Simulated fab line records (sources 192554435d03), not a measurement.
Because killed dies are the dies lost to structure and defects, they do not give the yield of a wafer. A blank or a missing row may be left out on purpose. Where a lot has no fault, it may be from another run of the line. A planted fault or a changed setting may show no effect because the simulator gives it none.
A single fault, viewed from 3 desks	flow n5 finfet	only its own numbers are on each desk; what lay behind them is given at the end

## THE DEFECT DESK
Per lot, the means of the sampled wafers with a number show what the inspections along the route counted. The brackets show how far a lot's mean lies from the usual mean; more than 4 standard deviations puts the lot out of limits, marked OUT.
Columns: A = raw defect count at N5_WELL_APT_INSPECT_27, usual 2.0
lot	first seen here	A
L259	day 2 02:59	1.0
L260	day 2 09:05	1.0
L262	day 2 22:03	3.0
L263	day 3 02:55	1.0
L264	day 3 09:10	2.7
L268	day 4 08:52	2.5
L269	day 4 15:13	2.5
L278	day 6 21:06	2.3
L279	day 7 03:29	4.3
Result from this desk: across the 9 lots, nothing is out of limits.

## AT THE METROLOGY DESK
What the gauges read, lot by lot, whatever tool the lot ran on: means of the sampled wafers that have a number. The brackets show how far a lot's mean lies from the usual mean; more than 4 standard deviations puts the lot out of limits, marked OUT. Shown are 7 of the 11 readings it has, namely the first that went out of limits plus those furthest out on some lot.
Columns: A = cd nm at N5_PMOS_HMC_CHANNEL_EPI_CD_MEAS_09, usual 237.5 nm; B = DIBL_N at N5_BEOL_M4_RC_MEAS_101, usual 36.4 mV/V; C = DIBL_P at N5_BEOL_M4_RC_MEAS_101, usual 36.4 mV/V; D = IOFF_P at N5_BEOL_M4_RC_MEAS_101, usual 0.210 nA/um; E = ION_P at N5_BEOL_M4_RC_MEAS_101, usual 463 uA/um; F = SS_P at N5_BEOL_M4_RC_MEAS_101, usual 73.3 mV/dec; G = VT_N at N5_BEOL_M4_RC_MEAS_101, usual 250 mV
lot	first seen here	A	B	C	D	E	F	G
L259	day 2 05:11	237.1	35.2	36.3	0.203	458	73.0	249
L260	day 2 11:34	237.1	35.9	34.7	0.185	457	73.5	248
L262	day 3 00:48	237.6	34.6	36.0	0.211	465	72.5	248
L263	day 3 05:04	236.9	37.5	35.3	0.229	470	73.7	249
L264	day 3 11:30	237.5	37.6	37.5	0.200	458	73.8	250
L268	day 4 11:27	263.9 (+32) OUT	36.8	37.5	0.223	466	72.7	254
L269	day 4 17:14	284.5 (+57) OUT	-	-	-	-	-	-
L278	day 6 23:48	236.7	37.5	37.4	0.219	465	73.5	247
L279	day 7 05:30	237.7	36.6	37.2	0.233	470	73.8	248
This desk's finding: out of limits on L268, L269; first on L268, day 4 11:27 (cd nm at N5_PMOS_HMC_CHANNEL_EPI_CD_MEAS_09). Within limits: L259, L260, L262, L263, L264, L278, L279.

## THE TOOL OWNER'S DESK: arfi scanner-01
The tool's own readings at N5_PMOS_HMC_CHANNEL_EPI_EXPOSE_06 (exposes mask PMOS HMC BLK, target cd 240 nm): means of the sampled wafers that have a number, for each lot that ran on this tool. The brackets show how far a lot's mean lies from the usual mean; more than 4 standard deviations puts the lot out of limits, marked OUT.
Columns: A = reticle temp C at N5_PMOS_HMC_CHANNEL_EPI_EXPOSE_06, usual 23.00 C
lot	first seen here	A
L264	day 3 11:23	22.96
L268	day 4 11:20	22.95
L269	day 4 17:08	22.94
Result from this desk: across the 3 lots, nothing is out of limits.

## ALL TOGETHER
L268, L269 would have let the metrology desk raise an alarm at day 4 11:27.
No out-of-limits result turned up at the defect desk.
The tool owner's desk saw nothing out of limits.
The defect desk has L268, L269 on record, within its limits.
Tool owner's desk: L268, L269 on record, inside its limits.
Every lot named ran N5_PMOS_HMC_CHANNEL_EPI_EXPOSE_06 on arfi scanner-01.

## WHAT THE SIMULATOR PUT IN
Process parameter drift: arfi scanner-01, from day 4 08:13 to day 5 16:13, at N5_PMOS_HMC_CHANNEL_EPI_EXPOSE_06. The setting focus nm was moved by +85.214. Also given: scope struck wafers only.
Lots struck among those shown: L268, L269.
Time in hours between the start of the fault and the first out-of-limits reading at each desk: metrology desk, 3.
